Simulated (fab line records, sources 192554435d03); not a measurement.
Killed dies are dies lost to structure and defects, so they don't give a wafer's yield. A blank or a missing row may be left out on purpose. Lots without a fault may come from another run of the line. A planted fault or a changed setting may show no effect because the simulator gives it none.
Split-lot experiment | flow n5_finfet | 7 lots, 39 wafers read, on a route of 1938 steps

THE SPLIT
At N5_MOL_CONTACT_COAG_CVD_140 (deposits W, target thk 66.5 nm, time 215 s), the setting target_thk_a was moved away from the recipe's 665 angstrom on 12 of the 39 wafers read, by -13.8% to +7.5%. The other wafers ran this setting at the recipe's value.

FROM THE SPLIT TO THE READING: what the file shows between them, 2 steps
- N5_MOL_CONTACT_COAG_PRECLEAN_127: cleans in DIW, time 57.5 s
- N5_MOL_CONTACT_COAG_SRD_128: dry time 32 s

THE READING
W_of_MOL_CONTACT_COAG_CVD_140.thk_nm (the simulator's own value, which no gauge read), in nm, at N5_MOL_CONTACT_COAG_CMP_52 (polishes, stops on SiO2, t overpolish 1.5 s, target thk 66.5 nm). The file gives no usual value for it. The 27 wafers here that ran the recipe average 66.1 nm, standard deviation 0.72 nm.

wafer  | tool, chamber at the split | target_thk_a as run, angstrom | against the recipe | W_of_MOL_CONTACT_COAG_CVD_140.thk_nm, nm | against lot-mates on the recipe
L074.1 | cvd_w-01, 1                | 665                           | recipe             | 65.2                                     | -
L074.3 | cvd_w-01, 0                | 665                           | recipe             | 65.8                                     | -
L074.4 | cvd_w-01, 1                | 665                           | recipe             | 65.6                                     | -
L074.2 | cvd_w-01, 0                | 665                           | recipe             | 64.8                                     | -
L074.6 | cvd_w-01, 0                | 665                           | recipe             | 66.2                                     | -
L074.5 | cvd_w-01, 1                | 665                           | recipe             | 64.4                                     | -
L075.2 | cvd_w-01, 1                | 665                           | recipe             | 65                                       | -
L075.3 | cvd_w-01, 1                | 665                           | recipe             | 65                                       | -
L075.1 | cvd_w-01, 0                | 665                           | recipe             | 65.6                                     | -
L075.4 | cvd_w-01, 0                | 715.2                         | +7.5%              | 68.2                                     | +3.0
L075.5 | cvd_w-01, 0,1              | 715.2                         | +7.5%              | 66.4                                     | +1.2
L075.6 | cvd_w-01, 0,1              | 715.2                         | +7.5%              | 66                                       | +0.8
L079.3 | cvd_w-01, 1                | 665                           | recipe             | 66.2                                     | -
L079.1 | cvd_w-01, 0                | 665                           | recipe             | 66.4                                     | -
L079.4 | cvd_w-01, 0                | 665                           | recipe             | 66.6                                     | -
L079.5 | cvd_w-01, 0                | 665                           | recipe             | 66.6                                     | -
L079.2 | cvd_w-01, 1                | 665                           | recipe             | 65.8                                     | -
L079.6 | cvd_w-01, 1                | 665                           | recipe             | 65.6                                     | -
L083.3 | cvd_w-02, 0                | 665                           | recipe             | 66.6                                     | -
L083.1 | cvd_w-02, 0                | 665                           | recipe             | 67                                       | -
L083.5 | cvd_w-02, 0                | 665                           | recipe             | 66.8                                     | -
L087.4 | cvd_w-01, 1                | 605.7                         | -8.9%              | 60.2                                     | -6.3
L087.1 | cvd_w-01, 1                | 665                           | recipe             | 66                                       | -
L087.2 | cvd_w-01, 0                | 605.7                         | -8.9%              | 61.4                                     | -5.1
L087.3 | cvd_w-01, 0                | 665                           | recipe             | 67                                       | -
L087.6 | cvd_w-01, 0                | 605.7                         | -8.9%              | 60.8                                     | -5.7
L087.5 | cvd_w-01, 1                | 665                           | recipe             | 66.4                                     | -
L088.3 | cvd_w-01, 1                | 706.6                         | +6.3%              | 65.8                                     | -0.4
L088.1 | cvd_w-01, 0                | 665                           | recipe             | 66.4                                     | -
L088.4 | cvd_w-01, 0                | 665                           | recipe             | 66                                       | -
L088.2 | cvd_w-01, 1                | 706.6                         | +6.3%              | 66.4                                     | +0.2
L088.6 | cvd_w-01, 0                | 706.6                         | +6.3%              | 66.8                                     | +0.6
L088.5 | cvd_w-01, 1                | 665                           | recipe             | 66.2                                     | -
L097.2 | cvd_w-02, 0                | 572.9                         | -13.8%             | 57.2                                     | -9.7
L097.1 | cvd_w-02, 1                | 665                           | recipe             | 66.8                                     | -
L097.3 | cvd_w-02, 1                | 665                           | recipe             | 66.6                                     | -
L097.4 | cvd_w-02, 0                | 665                           | recipe             | 67.2                                     | -
L097.5 | cvd_w-02, 1                | 572.9                         | -13.8%             | 57.8                                     | -9.1
L097.6 | cvd_w-02, 0                | 572.9                         | -13.8%             | 58.2                                     | -8.7
Where a row lists several chambers, the file gives one row for several wafers and doesn't say which wafer went through which chamber.

THE FIT
A straight line over all 39 wafers: W_of_MOL_CONTACT_COAG_CVD_140.thk_nm changes by +0.447 nm for each +1% of target_thk_a; r = +0.89; the points scatter about the line by 1.3 nm.
The same after taking each lot's own level away (the mean of its wafers on the recipe; 39 wafers): +0.502 nm for each +1%; r = +0.92; scatter 1.2 nm.
On that fit, the largest move of target_thk_a shifts the reading by 7 nm.
The lots' own levels span 65.20 to 66.87 nm, that is 2.3 times the standard deviation above.
So the lot-to-lot level changes the slope: the two fits differ.
Check: with one of the wafers moved furthest among these (-13.8%) left out of the fit, the line predicts -7.14 nm for it against its lot-mates. It came out at -9.67 nm against them.

OTHER SPLITS ON THESE WAFERS
These wafers also went through other splits before the reading. Each is held against what the fit with the lots' levels taken away leaves over:
other split on the same wafers         | wafers away from the commonest value | r with W_of_MOL_CONTACT_COAG_CVD_140.thk_nm (lot level and that fit taken away)
N5_FIN_SAQP_ALD_61 ald_cycles          | 12                                   | +0.16
N5_FIN_CUT_CUT_ETCH_26 time_s          | 12                                   | +0.16
N5_DUMMY_GATE_ETCH_37 source_w         | 18                                   | -0.28
N5_DUMMY_GATE_ETCH_31 target_depth_a   | 9                                    | -0.17
N5_MOL_CONTACT_COAG_VIA_ETCH_46 bias_w | 12                                   | +0.11

THE WHOLE CHAIN: every reading that the file lists as answering this split, in the file's order
step                        | what it does                                                    | reading                                                                               | change (the file's fit)               | r (the file's)
N5_MOL_CONTACT_COAG_CVD_140 | deposits W, target thk 66.5 nm, time 215 s                      | W_of_MOL_CONTACT_COAG_CVD_140.thk_nm (the simulator's own value, which no gauge read) | +0.647 nm for each +1% of the setting | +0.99
N5_MOL_CONTACT_COAG_CMP_52  | polishes, stops on SiO2, t overpolish 1.5 s, target thk 66.5 nm | W_of_MOL_CONTACT_COAG_CVD_140.thk_nm (the simulator's own value, which no gauge read) | +0.518 nm for each +1% of the setting | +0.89

THE FILE'S OWN FIT
W_of_MOL_CONTACT_COAG_CVD_140.thk_nm changes by +0.518 nm for each +1% of target_thk_a, r = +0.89.
